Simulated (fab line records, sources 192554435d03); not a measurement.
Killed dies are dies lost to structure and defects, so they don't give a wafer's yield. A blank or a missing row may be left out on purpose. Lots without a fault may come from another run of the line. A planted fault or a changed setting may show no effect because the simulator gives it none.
Chamber matching | flow n5_finfet | N5_BEOL_M12_ETCH_67 on rie_diel-03: 3 sister chambers
The step etches SiARC in CF4, target depth 143 nm, time 238.3 s. 3 wafers are shown with their chamber, then 6 later ones without.

WAFERS WITH THEIR CHAMBER
wafer  | chamber | throttle_valve_pct (%)
L084.2 | 3       | 15.27
L080.6 | 2       | 15.52
L083.1 | 1       | 15.89

WAFERS WITHOUT THEIR CHAMBER
wafer  | throttle_valve_pct (%)
L083.4 | 15.28
L083.5 | 15.88
L091.2 | 15.90
L091.4 | 15.55
L092.2 | 15.33
L092.6 | 15.92

WHICH CHAMBER EACH WENT THROUGH
wafer  | from the rows above | in truth
L083.4 | 3                   | 3
L083.5 | 1                   | 1
L091.2 | 1                   | 1
L091.4 | 2                   | 2
L092.2 | 3                   | 3
L092.6 | 1                   | 1
Placed correctly: 6 of 6. Can't be placed from these rows: 0. Placed wrongly: 0.
How it was worked out, from the rows above alone: a wafer's distance from a chamber is the root of the sum, over the readings, of the square of ((its reading less the chamber's mean) divided by the reading's scatter). The wafer belongs to the nearest chamber; if the next one is less than 2 further off, it can't be placed. A chamber's mean is the mean of its shown wafers. The scatter: with one shown wafer a chamber, the root of the mean of the squares of how far each hidden wafer lies from its nearest shown one.
